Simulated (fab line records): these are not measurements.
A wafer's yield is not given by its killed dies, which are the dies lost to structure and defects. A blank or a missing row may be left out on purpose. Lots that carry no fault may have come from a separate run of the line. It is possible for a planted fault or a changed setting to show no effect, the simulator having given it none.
fab line records	flow n5Finfet
record: lots: 3	wafers: 9	lastDay: 18
route steps=1938 shown SD_EPI_N@278 SD_EPI_P@295 SD_ACTIVATION@334 BEOL_M4@1111 PASSIVATION@1936
lots with no fault: from the same line, run without faults
startH: hours from the record's opening day to when the first of the lot's shown wafers began	waitH: how many hours have passed since the lot's step before this one	" the same as in the row above	L1.1+2: a row that stands for several wafers	- either no value or no given start	* or withheld: withheld	< > ~ a bound
route shown NAME@n: NAME is a module with steps in the file, n the number in the route of the first one	usual: mean/standard deviation taken from wafers without a fault	same: alike in all rows	chamber/n: place in a boat	sites: the reading at each site	_std_site: the standard deviation of these	_edge_site: the outer-site mean with the inner-site mean subtracted	radiusMm: how far each site lies from the wafer's centre	mask NAME#n: copy n	behind: tool/chamber where the wafer was last shaped	hold: reason for holding the lot/hours on hold/outcome of the hold	device: which transistor (n, p or np) failed to switch	end of line: at the end of the route, the tests of the same wafers	for a step that has no rows: nothing shown but its recipe	killed: not the wafer's yield, but the dies lost to structure and defects at the first sort	map: shows each die of a wafer: x if killed, . if not, _ if none is there
set.NAME: setting as actually run; set.NAME@STEP: the setting as run at that earlier step	model.NAME: the simulator's own value behind a step, which no gauge read
lots seen at some steps along the route; tables by step, rows by wafer
== steps ==
step: N5_SD_EPI_N_ETCH_45
recipe: chemistry: CH3F/O2	target: SiOCN	targetDepthA: 60	maskMaterial: SOC	ionEnergyEv: 60	biasW: 29	pressureMtorr: 15	sourceW: 410	Ar_flow_sccm: 150	CH3F_flow_sccm: 30	O2_flow_sccm: 20
step: N5_SD_EPI_N_ETCH_16
recipe: chemistry: CHF3/O2	target: SiO2	targetDepthA: 50	maskMaterial: SOC	pressureMtorr: 30	sourceW: 650	biasW: 170	Ar_flow_sccm: 200	CHF3_flow_sccm: 50	O2_flow_sccm: 5	ionEnergyEv: 200
step: N5_SD_EPI_N_STRIP_47
recipe: chemistry: CHF3/O2	resist: SiARC	rfFrequencyHz: 6e+07
step: N5_SD_EPI_N_SD_RECESS_17
recipe: chemistry: HBr/Cl2/O2	targetDepthA: 410	maskMaterial: SOC	timeS: 23.7	btTimeS: 3	pressureMtorr: 10	icpW: 800	biasW: 112	HBr_flow_sccm: 150	Cl2_flow_sccm: 80	O2_flow_sccm: 12
step: N5_SD_EPI_N_STRIP_38
recipe: chemistry: N2/H2	powerW: 1000	tempC: 250	h2Frac: 0.65	overashFraction: 0.3	pressureMtorr: withheld	n2FlowSccm: 1750	h2FlowSccm: 3250
step: N5_SD_EPI_N_WET_ETCH_43
recipe: chemistry: dHF	dilution: withheld	timeS: 14	target: SiO2	targetDepthA: 15	tempC: 25
step: N5_SD_EPI_N_STRIP_18
recipe: chemistry: SPM	timeS: 750	tempC: 130	h2so4H2o2VolRatio: 4
step: N5_SD_EPI_N_SRD_20
recipe: dry: ipaMarangoni	doPpb: 5	timeS: 30	tempC: 23	rinseLiquid: diw
step: N5_SD_EPI_N_PRECLEAN_48
recipe: chemistry: NF3:NH3	afsCycles: 2	tempC: 30	timeS: 20	sublimationTempC: 180	sublimationTimeS: 60	pressureTorr: 3	rfPowerW: 30
step: N5_SD_EPI_N_VAPOR_ETCH_50
recipe: chemistry: HCl	target: Si	tempC: 775	timeS: 54	pressureTorr: 20	mode: isotropic
step: N5_SD_EPI_N_EPI_21
recipe: material: Si:P	dopant: P	tempC: 680	pressureTorr: 255	timeS: 690
step: N5_SD_EPI_N_PRECLEAN_24
recipe: chemistry: O3/DIW	timeS: 60	tempC: 22	o3Ppm: 10
lot.wafer	tool	chamber	startH	waitH
L422.1+3+6	wetBench-06	1,3,2	62.76	0.0
L428.1+4+6	wetBench-06	2,0,4	99.28	0.0
L438.4+5+6	wetBench-03	0,4,7	156.98	0.0
step: N5_SD_EPI_N_SRD_25
recipe: timeS: 30	tempC: 23	rinseLiquid: diw	dry: ipaMarangoni
step: N5_SD_EPI_N_PRECLEAN_49
recipe: chemistry: NF3:NH3	afsCycles: 1	tempC: 30	timeS: 20	sublimationTempC: 180	sublimationTimeS: 60	pressureTorr: 3	rfPowerW: 30
step: N5_SD_EPI_N_LINER_46
recipe: material: SiNx	targetThkA: 30	tempC: 400	aldPrecursorFamily: SiH2I2	aldCoReactant: N2/H2-plasma	pressureTorr: 2
step: N5_SD_EPI_N_INSPECT_26
recipe: inspectInstrument: darkfield	mode: postEpi
usual: rawDefectCount: 193/32
lot.wafer	tool	chamber	startH	waitH	rawDefectCount
L422.1	defectInspect-02	-	63.27	0.1	219
L422.3	"	-	"	"	208
L422.6	"	-	"	"	226
L428.1	defectInspect-01	-	100.24	0.1	861
L428.4	"	-	"	"	186
L428.6	"	-	"	"	250
L438.4	defectInspect-01	-	157.50	0.1	183
L438.5	"	-	"	"	203
L438.6	"	-	"	"	223
step: N5_SD_EPI_P_COAT_34
recipe: resist: SOC	tempC: 250	timeS: 60	spinRpm: 1500	resistThkNm: 350
step: N5_SD_EPI_P_COAT_35
recipe: resist: SiARC	tempC: 220	timeS: 60	spinRpm: 1500	resistThkNm: 35
step: N5_SD_EPI_P_COAT_03
recipe: resist: CAR-ArF-block	spinRpm: 1500	resistThkNm: 150
step: N5_SD_EPI_P_EBR_05
recipe: solvent: PGMEA	ebrWidthMm: 1.5
step: N5_SD_EPI_P_SOFTBAKE_04
recipe: tempC: 110	timeS: 60	resist: CAR-ArF-block
step: N5_SD_EPI_P_EXPOSE_06
recipe: maskId: SD_P_BLK	na: 1.35	sourceShape: conventional	sigmaOuter: 0.8	polarization: unpolarized	targetCdNm: 240	doseMj: 39.5
step: N5_SD_EPI_P_PEB_07
recipe: pebTempC: 110	pebTimeS: 60	resist: CAR-ArF-block
step: N5_SD_EPI_P_DEVELOP_08
recipe: developTimeS: 30	developer: TMAH	resist: CAR-ArF-block	devTempC: 23	rinseLiquid: diw	dry: airSpin
step: N5_SD_EPI_P_INSPECT_11
recipe: mode: adi	inspectInstrument: macro
usual: rawDefectCount: 2.1/1.4
lot.wafer	tool	chamber	startH	waitH	rawDefectCount
L422.1	defectInspect-02	-	63.73	0.0	1
L422.3	"	-	"	"	5
L422.6	"	-	"	"	3
L428.1	defectInspect-01	-	100.57	0.0	>300
L428.4	"	-	"	"	1
L428.6	"	-	"	"	1
L438.4	defectInspect-02	-	157.83	0.0	2
L438.5	"	-	"	"	2
L438.6	"	-	"	"	5
step: N5_SD_EPI_P_DESCUM_14
recipe: chemistry: O2	timeS: 7.9	sourcePowerW: 50	biasPowerW: 20	pressureMtorr: 20	rfFrequencyHz: 2.712e+07	tempC: 40	resist: CAR-ArF-block	o2FlowSccm: 225
step: N5_SD_EPI_P_ETCH_36
recipe: chemistry: CF4	target: SiARC	targetDepthA: 455	maskMaterial: CAR-ArF-block	timeS: 75.8	ionEnergyEv: 80	pressureMtorr: 40	sourceW: 545	biasW: 36	Ar_flow_sccm: 100	cf4FlowSccm: 100	ends: cleared
step: N5_SD_EPI_P_ETCH_37
recipe: chemistry: N2/H2	target: SOC	overetchA: 1080	maskMaterial: SiARC	tempC: 40	ionEnergyEv: 100	sourceW: 3000	biasW: 133	pressureMtorr: 20	timeS: 486	n2FlowSccm: 200	h2FlowSccm: 200	ends: endPoint
step: N5_SD_EPI_P_STRIP_38
recipe: chemistry: N2/H2	tempC: 40	n2FlowSccm: 200	h2FlowSccm: 200	rfFrequencyHz: 6e+07
step: N5_SD_EPI_P_ETCHBACK_46
recipe: chemistry: CH3F/O2	mode: anisotropicEtchback	target: SiNx	targetDepthA: 175	stopOn: SiO2	overEtchFrac: 0.3	ionEnergyEv: 120	pressureMtorr: 30	sourceW: 395	biasW: 73	Ar_flow_sccm: 150	CH3F_flow_sccm: 30	O2_flow_sccm: 20
step: N5_SD_EPI_P_ETCH_47
recipe: chemistry: CH3F/O2	target: SiOCN	targetDepthA: 250	maskMaterial: SOC	ionEnergyEv: 60	biasW: 29	pressureMtorr: 30	sourceW: 410	Ar_flow_sccm: 150	CH3F_flow_sccm: 30	O2_flow_sccm: 20
step: N5_SD_EPI_P_ETCH_16
recipe: chemistry: CHF3/O2	target: SiO2	targetDepthA: 50	maskMaterial: SOC	pressureMtorr: 30	sourceW: 650	biasW: 170	Ar_flow_sccm: 200	CHF3_flow_sccm: 50	O2_flow_sccm: 5	ionEnergyEv: 200
step: N5_SD_EPI_P_STRIP_50
recipe: chemistry: CHF3/O2	resist: SiARC	rfFrequencyHz: 6e+07
step: N5_SD_EPI_P_SD_RECESS_17
recipe: chemistry: HBr/Cl2/O2	targetDepthA: 391	btTimeS: 3	pressureMtorr: 10	icpW: 800	biasW: 112	HBr_flow_sccm: 150	Cl2_flow_sccm: 80	O2_flow_sccm: 12
step: N5_SD_EPI_P_WET_ETCH_45
recipe: chemistry: dHF	dilution: withheld	timeS: 10.7	target: SiO2	targetDepthA: 20	tempC: 25	dry: ipaMarangoni	rinseTimeS: 30	rinseTempC: 23
step: N5_SD_EPI_P_STRIP_40
recipe: chemistry: N2/H2	powerW: 1000	tempC: 250	h2Frac: 0.65	overashFraction: 0.3	pressureMtorr: withheld	n2FlowSccm: 1750	h2FlowSccm: 3250
step: N5_SD_EPI_P_PRECLEAN_52
recipe: chemistry: O3/DIW	timeS: 60	tempC: 22	o3Ppm: 10
step: N5_SD_EPI_P_SRD_20
recipe: dry: ipaMarangoni	doPpb: 5	timeS: 30	tempC: 23	rinseLiquid: diw
step: N5_SD_EPI_P_PRECLEAN_51
recipe: chemistry: NF3:NH3	afsCycles: 1	tempC: 30	timeS: 20	sublimationTempC: 180	sublimationTimeS: 60	pressureTorr: 3	rfPowerW: 30
step: N5_SD_EPI_P_INSPECT_26
recipe: inspectInstrument: darkfield	mode: postEpi
usual: rawDefectCount: 169/34
lot.wafer	tool	chamber	startH	waitH	rawDefectCount
L422.1	defectInspect-02	-	68.33	0.0	140
L422.3	"	-	"	"	163
L422.6	"	-	"	"	174
L428.1	defectInspect-01	-	104.32	0.0	866
L428.4	"	-	"	"	187
L428.6	"	-	"	"	208
L438.4	defectInspect-01	-	161.62	0.0	134
L438.5	"	-	"	"	148
L438.6	"	-	"	"	166
step: N5_SD_ACTIVATION_INSPECT_02
recipe: inspectInstrument: darkfield	mode: postAnneal
usual: rawDefectCount: 170/34
lot.wafer	tool	chamber	startH	waitH	rawDefectCount
L422.1	defectInspect-02	-	69.24	0.2	152
L422.3	"	-	"	"	170
L422.6	"	-	"	"	186
L428.1	defectInspect-02	-	105.29	0.2	830
L428.4	"	-	"	"	183
L428.6	"	-	"	"	201
L438.4	defectInspect-02	-	162.40	0.1	128
L438.5	"	-	"	"	135
L438.6	"	-	"	"	152
step: N5_BEOL_M4_RC_MEAS_101
usual: DIBL_N: 36.3/1.9	DIBL_P: 36.0/2.1	IOFF_N: 0.16/0.031	IOFF_P: 0.21/0.035	ION_N: 675/14	ION_P: 464/8.5	SS_N: 71.5/0.6	SS_P: 73.3/0.72	VT_N: 250/3.2	VT_P: -250/3.1
lot.wafer	tool	chamber	startH	waitH	DIBL_N[mV/V]	DIBL_P[mV/V]	IOFF_N[nA/um]	IOFF_P[nA/um]	ION_N[uA/um]	ION_P[uA/um]	SS_N[mV/dec]	SS_P[mV/dec]	VT_N[mV]	VT_P[mV]
L422.1	prober-02	0	173.37	0.0	33.9	33.4	0.11	0.17	662	457	70.9	71.9	253	-248
L422.3	"	0	"	"	38.7	38.1	0.21	0.26	676	466	72.7	73.5	248	-246
L422.6	"	0	"	"	35.0	35.1	0.13	0.21	663	459	71.5	73.5	251	-248
L428.1	prober-02	0	207.11	0.0	36.8	36.1	0.15	0.24	678	469	70.9	73.2	248	-246
L428.4	"	0	"	"	40.4	39.5	0.21	0.30	687	476	72.2	73.4	245	-245
L428.6	"	0	"	"	38.9	37.4	0.19	0.25	683	467	71.8	73.2	249	-245
L438.4	prober-01	0	313.87	0.5	39.4	36.5	0.20	0.22	678	456	71.4	72.8	248	-252
L438.5	"	0	"	"	39.2	36.7	0.18	0.22	679	464	71.8	73.6	252	-252
L438.6	"	0	"	"	38.0	36.6	0.16	0.22	673	461	71.7	74.1	251	-248
step: N5_PASSIVATION_PROBE_49
usual: defectLimitedYield: 91.0/1.5	killed_at_M0_to_M3: 32/9.6	killed_at_M4_up: 13/4.7	killedAtContacts: 13/7.2	killedAtFrontEnd: 44/13	killedAtOther: 4/3.4	killedDies: 106/18	killedOnRim: 14/4.2	killedOpen: 70/13	killedShort: 35/8	sort_bin_5_function: 5.3/0.97	sort_bin_6_memory: 3.4/0.73	sort_bin_8_speed: 0.00/0.036	sortNPass: 1074/18	sortYieldPct: 91.0/1.5
same: grossDies: 1180	killedAtBackSide: 0	sort_bin_4_leakage[%]: 0
lot.wafer	tool	chamber	startH	waitH	defectLimitedYield[%]	killed_at_M0_to_M3	killed_at_M4_up	killedAtContacts	killedAtFrontEnd	killedAtOther	killedDies	killedOnRim	killedOpen	killedShort	sort_bin_5_function[%]	sort_bin_6_memory[%]	sort_bin_8_speed[%]	sortNPass	sortYieldPct[%]
L422.1	prober-01	-	258.60	0.0	91.4	28	14	16	42	2	102	14	71	30	5.0	3.4	0	1078	91.4
L422.3	prober-01	-	258.70	0.1	89.7	39	23	8	49	2	121	17	74	46	5.8	4.1	0	1059	89.7
L422.6	prober-01	-	258.85	0.3	90.6	45	14	7	44	1	111	17	77	34	5.6	3.3	0	1069	90.6
L428.1	prober-02	-	290.48	0.0	88.6	18	9	4	102	1	134	31	37	21	6.0	3.1	0	1046	88.6
L428.4	prober-02	-	290.63	0.2	92.2	29	16	4	40	3	92	13	54	38	4.3	3.2	0	1088	92.2
L428.6	prober-02	-	290.73	0.3	91.7	28	17	7	45	1	98	12	64	29	4.6	3.1	0.08	1082	91.7
L438.4	prober-01	-	425.23	0.2	91.9	37	12	10	34	2	95	9	59	35	4.3	3.6	0	1085	91.9
L438.5	prober-01	-	425.28	0.2	91.8	33	11	14	38	1	97	15	63	34	5.1	3.0	0	1083	91.8
L438.6	prober-01	-	425.33	0.3	90.9	30	18	6	47	6	107	16	67	39	5.4	3.1	0	1073	90.9
killed by level:class
L422.1 MOL_CONTACT_COAG:geometricParticle:open=14 BEOL_M4:geometricParticle:open=11 FIN_SAQP:geometricParticle:open=10 BEOL_M2:geometricParticle:open=10 FIN_SAQP:geometricParticle:short=7 BEOL_M3:geometricParticle:open=6 BEOL_M2:geometricParticle:short=5 FIN_CUT:geometricParticle:short=4
L422.3 BEOL_M4:geometricParticle:open=16 BEOL_M2:geometricParticle:open=14 FIN_SAQP:geometricParticle:short=13 FIN_SAQP:geometricParticle:open=9 STI_FIN_REVEAL:geometricParticle:open=7 GATE_CUT:geometricParticle:short=6 MOL_CONTACT_COAG:geometricParticle:short=5 BEOL_M0_SAQP:geometricParticle:open=5
L422.6 BEOL_M3:geometricParticle:open=13 GATE_CUT:geometricParticle:open=9 BEOL_M1:geometricParticle:open=9 BEOL_M0_SAQP:geometricParticle:open=8 FIN_SAQP:geometricParticle:open=6 BEOL_M2:geometricParticle:open=5 FIN_SAQP:geometricParticle:short=4 DUMMY_GATE:geometricParticle:open=4
L428.1 SD_EPI_N:unspecified=75 STI_FIN_REVEAL:geometricParticle:open=7 FIN_SAQP:geometricParticle:short=5 BEOL_M0_SAQP:geometricParticle:short=5 DUMMY_GATE:geometricParticle:open=4 MOL_CONTACT_COAG:geometricParticle:open=4 GATE_CUT:geometricParticle:open=3 BEOL_M0_SAQP:geometricParticle:open=3
L428.4 BEOL_M0_SAQP:geometricParticle:short=9 FIN_SAQP:geometricParticle:short=6 STI_FIN_REVEAL:geometricParticle:open=6 GATE_CUT:geometricParticle:open=6 FIN_SAQP:geometricParticle:open=5 DUMMY_GATE:geometricParticle:open=5 GATE_CUT:geometricParticle:short=5 BEOL_M0_SAQP:geometricParticle:open=5
L428.6 BEOL_M4:geometricParticle:open=13 FIN_SAQP:geometricParticle:short=12 MOL_CONTACT_COAG:geometricParticle:open=7 STI_FIN_REVEAL:geometricParticle:open=6 BEOL_M0:geometricParticle:open=6 DUMMY_GATE:geometricParticle:open=5 BEOL_M0_SAQP:geometricParticle:short=5 BEOL_M2:geometricParticle:open=5
L438.4 FIN_SAQP:geometricParticle:short=8 BEOL_M0_SAQP:geometricParticle:open=8 MOL_CONTACT_COAG:geometricParticle:open=7 BEOL_M0_SAQP:geometricParticle:short=7 BEOL_M1:geometricParticle:open=6 BEOL_M2:geometricParticle:open=6 BEOL_M4:geometricParticle:open=6 FIN_SAQP:geometricParticle:open=4
L438.5 STI_FIN_REVEAL:geometricParticle:open=13 MOL_CONTACT_COAG:geometricParticle:open=11 BEOL_M2:geometricParticle:open=10 BEOL_M0_SAQP:geometricParticle:short=5 BEOL_M0_SAQP:geometricParticle:open=4 BEOL_M3:geometricParticle:open=4 FIN_SAQP:geometricParticle:short=3 ILD0:geometricParticle:short=3
L438.6 STI_FIN_REVEAL:geometricParticle:open=12 FIN_SAQP:geometricParticle:short=6 BEOL_M1:geometricParticle:open=6 GATE_CUT:geometricParticle:short=5 MOL_CONTACT_COAG:geometricParticle:open=5 BEOL_M4:geometricParticle:open=5 BEOL_M0_SAQP:geometricParticle:open=4 GATE_CUT:geometricParticle:open=4
map L428.1 (x killed, . not)
_________________............________________
______________.................._____________
___________................x.......__________
__________...........x..........x..._________
________..............x.............x._______
_______...x....x...................x.xx______
______...........x...............x......_____
_____....x................x.......x......____
____.......x................x.............___
___..............x.x...x................x.x__
___........................................__
__.....x..................................x._
__.........................................._
_................................x..........x
_.........................x.x.....x..........
_...................................x........
_..x..............x....x...............x.....
_..................x.........................
_...........................................x
_.x....x.....................................
_......x..............................x......
__........x..x.............................._
__.......x.................x......x...x....._
___.x...x..................................__
___..x.xxx.x..........................x....__
____xxxxxxxxxxx................x........x.___
_____xxxxxxxxxx.x.................xx.....____
______xxxxxxxxxx.x....x.....x..........._____
_______xxxxxxxxx..x.............x.....x______
________xxxxxxxxx............x........_______
__________xxxxxx...................._________
___________xxxxxx..x...............__________
______________xx....x..........._____________
_________________x....xx.....________________
map L422.3 (x killed, . not)
_________________........x...________________
______________..........x......._____________
___________.xx..x........x.....x...__________
__________....x...x................x_________
________xx.......x...................._______
_______x......x...................x....______
______....x...........xx........x..x...._____
_____x......x......x...x.......x....x....____
____.....x...........xx...x.............x.___
___.x..x.......x......x....................__
___..........x.........x..x.x...........x..__
__...................x........x..........xx._
__...x.................x.....x.......x......_
_.....x.....x....x....x..x......x.xx.....x...
_.......xx.......x......x...x.x..............
_...x........................................
_...................xx....xx.................
_x.....................x.....................
_........xx.x..........x.......x.............
_......x.................x..x................
_...........................x.....x..........
__.............x........x.....x...xxx.x...x._
__.....x....x.....xx........................_
___.....x....x...xx..................x.....__
___.x.x......................x.x..x........__
____.....................................x___
_____...x..x.............................____
______.....x..x........................._____
_______....x.........x..x.x..x.........______
________..................x..x........_______
__________......x.....x............._________
___________....x.x.............x...__________
______________.................._____________
_________________x...........________________
== key ==
firstSign: step: N5_SD_EPI_N_INSPECT_26	reading: rawDefectCount	direction: up	sigmas: 21	usual: 193	struck: 861
effect: step: N5_SD_EPI_P_INSPECT_11	reading: rawDefectCount	direction: up	sigmas: 99+	usual: 2.1	struck: >300
effect: step: N5_SD_EPI_P_INSPECT_26	reading: rawDefectCount	direction: up	sigmas: 21	usual: 169	struck: 866
effect: step: N5_SD_ACTIVATION_INSPECT_02	reading: rawDefectCount	direction: up	sigmas: 19	usual: 170	struck: 830
effect: step: N5_PASSIVATION_PROBE_49	reading: killedAtFrontEnd	direction: up	sigmas: 4.3	usual: 44	struck: 102
moreKillsBornAt: N5_SD_EPI_N_PRECLEAN_24@wetBench-06: 75
metAt N5_SD_EPI_N_PRECLEAN_24
struckWafers L428.1
onsetBetween 62.76 99.28
fault: kind: chamberParticleSource	tool: wetBench-06	chamber: 2	onsetH: 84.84	steps: N5_SD_EPI_N_PRECLEAN_24	ratePerVisitCm2: 1.0476	endH: 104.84
